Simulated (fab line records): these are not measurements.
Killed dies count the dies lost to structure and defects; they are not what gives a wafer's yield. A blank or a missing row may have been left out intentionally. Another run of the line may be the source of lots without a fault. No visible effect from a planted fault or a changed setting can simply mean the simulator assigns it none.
fab line records    flow n5-finfet    part 2 of 2: steps 23 to 28 of 28
record lots=5  wafers=15  last-day=16
route steps=1938 shown BEOL_M6@1209
lots that met no fault: from a run of the same line without faults
start-h: hours from the record's first day to the start of the lot's first wafer shown    wait-h: hours from the lot's prior step to this one    " the same as in the row above    L1.1+2: a row that stands for several wafers    - either no value or no given start    * or withheld: withheld    < > ~ a bound
route shown NAME@n: a module of which the file shows steps, and the number in the route of the first    usual: average and standard deviation across the fault-free wafers    same: alike in all rows    chamber/n: place in a boat    sites: each site's reading    _std_site: their standard deviation    _edge_site: the outer-site mean with the inner-site mean subtracted    radius-mm: how far each site lies from the wafer's centre    mask NAME#n: copy n    behind: the last tool/chamber to shape the wafer    hold: why the lot was held/for how many hours/how that ended    device: whichever transistor did not switch (one of n, p or np)    end of line: the tests these same wafers got at the end of their route    a step given without rows: its recipe and nothing more    killed: not the wafer's yield, but the dies lost to structure and defects at the first sort    map: a wafer's dies, x killed, . not, _ none there
set.NAME: the run value of the setting; set.NAME@STEP: its run value at that earlier step    model.NAME: the simulator's own value behind a step, which no gauge read
lots at some steps of the route; a table a step, a row a wafer
services: when a tool's chamber went out of use (start-h, in hours from the record's first day, below 0 if earlier), for how many hours, and the reason
## steps
# step N5_BEOL_M6_ETCH_72
# recipe chemistry=N2/H2  target=underlayer  target-depth-a=65  mask-material=CAR-EUV  time-s=5.2  ion-energy-ev=200  pressure-mtorr=30  source-w=840  bias-w=150  n2-flow-sccm=200  h2-flow-sccm=200  ends=cleared
# usual drypump-motor-current-A=5.7/0.47  etch-rf-on-time-s=5.21/0.096  n2-flow-sccm=200.0/0.62  oes-product-au=0.68/0.076  rf-vpp-V=524.9/2.9  showerhead-plenum-p-Torr=2.59/0.099  throttle-valve-pct=17.89/0.25
lot.wafer  tool         chamber  start-h  wait-h  drypump-motor-current-A  etch-rf-on-time-s  n2-flow-sccm  oes-product-au  rf-hours-counter-h  rf-vpp-V  showerhead-plenum-p-Torr  throttle-valve-pct
L077.2     rie-diel-05  3        218.66   0.0     4.8                      5.31               200.2         0.58            212                 524.9     2.63                      17.99
L077.4     "            2        "        "       5.6                      5.28               199.2         0.73            25                  528.2     2.71                      17.63
L077.5     "            2        "        "       5.6                      5.22               199.2         0.74            -                   527.1     2.71                      17.63
L081.3     rie-diel-02  0        237.25   0.0     6.4                      5.17               199.9         0.62            197                 523.4     2.52                      17.65
L081.4     "            2        "        "       5.9                      5.25               200.2         0.61            215                 525.0     2.62                      17.88
L081.6     "            3        "        "       5.8                      5.23               200.5         0.85            -                   522.7     2.50                      17.55
L083.1     rie-diel-06  2        251.48   0.0     5.1                      5.30               200.7         0.60            213                 520.2     2.41                      18.25
L083.2     "            3        "        "       5.8                      5.18               200.1         0.71            63                  529.0     2.69                      17.74
L083.3     "            1        "        "       5.9                      5.12               200.8         0.80            26                  529.1     2.71                      18.16
L090.1     rie-diel-05  2        285.51   0.0     5.6                      5.25               199.2         0.71            49                  527.2     2.70                      17.69
L090.2     "            3        "        "       4.8                      5.27               200.1         0.58            235                 526.6     2.62                      18.05
L090.6     "            1        "        "       5.2                      5.17               200.5         0.67            -                   525.0     2.57                      18.22
L091.1     rie-diel-05  1        295.89   0.0     5.2                      5.29               200.9         0.66            116                 526.5     2.57                      18.19
L091.3     "            0        "        "       5.9                      5.21               199.2         0.71            66                  522.1     2.46                      17.57
L091.5     "            2        "        "       5.5                      5.30               199.6         0.70            -                   528.6     2.70                      17.69
# step N5_BEOL_M6_ETCH_65
# recipe chemistry=CF4  target=SiARC  target-depth-a=156  mask-material=CAR-EUV  time-s=26  ion-energy-ev=80  pressure-mtorr=40  source-w=545  bias-w=36  Ar_flow_sccm=100  cf4-flow-sccm=100  ends=cleared
# usual drypump-motor-current-A=5.7/0.47  etch-rf-on-time-s=26.0/0.48  oes-product-au=0.68/0.076  rf-vpp-V=184.5/1.2  showerhead-plenum-p-Torr=2.17/0.079  throttle-valve-pct=15.61/0.23
lot.wafer  tool         chamber  start-h  wait-h  drypump-motor-current-A  etch-rf-on-time-s  oes-product-au  rf-hours-counter-h  rf-vpp-V  showerhead-plenum-p-Torr  throttle-valve-pct
L077.2     rie-diel-05  3        218.68   0.0     4.8                      26.6               0.59            212                 184.2     2.21                      15.75
L077.4     "            2        "        "       5.5                      26.5               0.75            25                  186.4     2.27                      15.43
L077.5     "            2        "        "       5.5                      26.2               0.75            -                   186.4     2.27                      15.43
L081.3     rie-diel-02  0        237.27   0.0     6.4                      26.0               0.62            197                 183.7     2.12                      15.48
L081.4     "            2        "        "       5.9                      26.5               0.60            215                 186.1     2.20                      15.61
L081.6     "            3        "        "       5.7                      26.6               0.85            -                   183.4     2.10                      15.23
L083.1     rie-diel-06  2        251.50   0.0     5.1                      26.2               0.60            213                 183.6     2.04                      16.00
L083.2     "            3        "        "       5.7                      25.4               0.72            63                  186.2     2.26                      15.46
L083.3     "            1        "        "       5.9                      25.2               0.79            26                  185.8     2.27                      15.74
L090.1     rie-diel-05  2        285.52   0.0     5.5                      26.6               0.71            49                  186.8     2.26                      15.48
L090.2     "            3        "        "       4.8                      26.6               0.58            235                 184.6     2.20                      15.79
L090.6     "            1        "        "       5.2                      26.4               0.67            -                   184.1     2.16                      15.91
L091.1     rie-diel-05  1        295.90   0.0     5.2                      26.2               0.67            116                 183.9     2.16                      15.90
L091.3     "            0        "        "       5.9                      25.5               0.72            66                  184.7     2.08                      15.26
L091.5     "            2        "        "       5.5                      26.2               0.70            -                   186.3     2.26                      15.50
# step N5_BEOL_M6_ETCH_66
# recipe chemistry=N2/H2  target=SOC  target-depth-a=800  overetch-a=160  mask-material=SiARC  temp-c=40  time-s=120  ion-energy-ev=200  pressure-mtorr=30  source-w=840  bias-w=150  n2-flow-sccm=200  h2-flow-sccm=200
# usual drypump-motor-current-A=5.7/0.46  n2-flow-sccm=199.9/0.64  oes-product-au=0.61/0.065  rf-vpp-V=525.1/2.8  showerhead-plenum-p-Torr=2.59/0.099  throttle-valve-pct=17.85/0.25
lot.wafer  tool         chamber  start-h  wait-h  drypump-motor-current-A  n2-flow-sccm  oes-product-au  rf-hours-counter-h  rf-vpp-V  showerhead-plenum-p-Torr  throttle-valve-pct
L077.2     rie-diel-05  3        218.71   0.0     4.8                      200.1         0.54            212                 525.9     2.63                      17.94
L077.4     "            2        "        "       5.5                      199.5         0.67            25                  526.9     2.71                      17.60
L077.5     "            2        "        "       5.6                      199.5         0.67            -                   528.2     2.71                      17.59
L081.3     rie-diel-02  0        237.30   0.0     6.4                      199.8         0.55            197                 522.3     2.52                      17.62
L081.4     "            2        "        "       5.9                      200.5         0.54            215                 524.6     2.62                      17.85
L081.6     "            3        "        "       5.8                      201.6         0.76            -                   522.7     2.50                      17.49
L083.1     rie-diel-06  2        251.53   0.0     5.1                      200.8         0.54            213                 521.1     2.41                      18.22
L083.2     "            3        "        "       5.7                      200.7         0.64            63                  528.0     2.69                      17.70
L083.3     "            1        "        "       5.9                      199.1         0.70            27                  528.8     2.71                      18.15
L090.1     rie-diel-05  2        285.55   0.0     5.5                      200.3         0.64            49                  528.2     2.70                      17.64
L090.2     "            3        "        "       4.8                      200.2         0.52            235                 526.2     2.62                      18.00
L090.6     "            1        "        "       5.2                      199.6         0.60            -                   522.3     2.57                      18.16
L091.1     rie-diel-05  1        295.93   0.0     5.2                      200.1         0.61            116                 522.4     2.57                      18.18
L091.3     "            0        "        "       5.9                      200.4         0.65            66                  522.1     2.46                      17.54
L091.5     "            2        "        "       5.6                      199.7         0.63            -                   528.7     2.70                      17.63
# step N5_BEOL_M6_STRIP_69
# recipe chemistry=N2/H2  temp-c=40  n2-flow-sccm=200  h2-flow-sccm=200  rf-frequency-hz=6e+07
lot.wafer   tool         chamber  start-h  wait-h
L077.2+4+5  rie-diel-05  3,2,2    218.79   0.0
L081.3+4+6  rie-diel-02  0,2,3    237.38   0.0
L083.1+2+3  rie-diel-06  2,3,1    251.61   0.0
L090.1+2+6  rie-diel-05  2,3,1    285.63   0.0
L091.1+3+5  rie-diel-05  1,0,2    296.01   0.0
# step N5_BEOL_M6_STRIP_73
# recipe chemistry=N2/H2  temp-c=40  n2-flow-sccm=200  h2-flow-sccm=200  rf-frequency-hz=6e+07
lot.wafer   tool         chamber  start-h  wait-h
L077.2+4+5  rie-diel-05  3,2,2    218.80   0.0
L081.3+4+6  rie-diel-02  0,2,3    237.39   0.0
L083.1+2+3  rie-diel-06  2,3,1    251.62   0.0
L090.1+2+6  rie-diel-05  2,3,1    285.64   0.0
L091.1+3+5  rie-diel-05  1,0,2    296.02   0.0
# step N5_BEOL_M6_VIA_ETCH_34
# recipe chemistry=C4F6/O2  target=SiCOH_lowk  target-depth-a=1263  mask-material=SOC  taper-deg=4  time-s=50.9  ion-energy-ev=250  pressure-mtorr=30  source-w=345  bias-w=185  Ar_flow_sccm=300  C4F6_flow_sccm=10  O2_flow_sccm=10
# usual C4F6_flow_sccm=10.003/0.03  drypump-motor-current-A=5.7/0.47  oes-product-au=0.79/0.089  rf-vpp-V=671/6.4  showerhead-plenum-p-Torr=2.89/0.1  throttle-valve-pct=20.87/0.23
lot.wafer  tool         chamber  start-h  wait-h  C4F6_flow_sccm  drypump-motor-current-A  oes-product-au  rf-hours-counter-h  rf-vpp-V  showerhead-plenum-p-Torr  throttle-valve-pct
L077.2     rie-diel-05  3        218.81   0.0     10.012          4.8                      0.69            212                 671       2.93                      20.94
L077.4     "            2        "        "       10.019          5.5                      0.88            25                  670       3.02                      20.75
L077.5     "            2        "        "       10.007          5.5                      0.88            -                   669       3.02                      20.73
L081.3     rie-diel-02  0        237.40   0.0     10.040          6.4                      0.73            197                 671       2.83                      20.71
L081.4     "            2        "        "       10.016          5.9                      0.71            215                 678       2.92                      20.81
L081.6     "            3        "        "       9.969           5.8                      0.98            -                   670       2.80                      20.55
L083.1     rie-diel-06  2        251.63   0.0     9.986           5.1                      0.69            213                 666       2.70                      21.24
L083.2     "            3        "        "       10.005          5.8                      0.85            64                  677       3.00                      20.79
L083.3     "            1        "        "       10.011          5.9                      0.91            27                  674       3.02                      21.09
L090.1     rie-diel-05  2        285.65   0.0     10.022          5.6                      0.84            49                  671       3.01                      20.75
L090.2     "            3        "        "       10.012          4.9                      0.67            235                 669       2.92                      20.99
L090.6     "            1        "        "       9.967           5.2                      0.79            -                   682       2.86                      21.18
L091.1     rie-diel-05  1        296.03   0.0     9.989           5.2                      0.77            116                 684       2.86                      21.19
L091.3     "            0        "        "       9.963           5.9                      0.85            66                  662       2.76                      20.53
L091.5     "            2        "        "       10.090          5.6                      0.84            -                   671       3.01                      20.78
## services
tool            chamber  start-h  hours  kind
rie-diel-06     0        200.31   15.8   repair
euv-scanner-02  -        200.35   1.0    pm
euv-scanner-01  -        211.95   6.2    pm
rie-diel-02     3        221.54   -      clean
rie-diel-02     3        221.54   -      consumable-replace:focus-ring
rie-metal-03    1        230.89   -      clean
rie-metal-03    1        230.89   21.3   scheduled-down
rie-metal-03    1        230.89   21.3   vent-cycle
euv-scanner-01  -        239.71   1.0    pm
rie-diel-06     0        247.37   -      clean
rie-diel-06     0        247.37   -      consumable-replace:focus-ring
rie-diel-06     0        247.37   23.0   scheduled-down
rie-diel-06     0        247.37   23.0   vent-cycle
euv-scanner-01  0        249.88   -      calibration
euv-scanner-02  -        256.50   1.0    pm
euv-scanner-02  0        278.36   -      calibration
litho-track-01  -        280.77   -      consumable-replace:filter
euv-scanner-01  -        295.86   1.0    pm
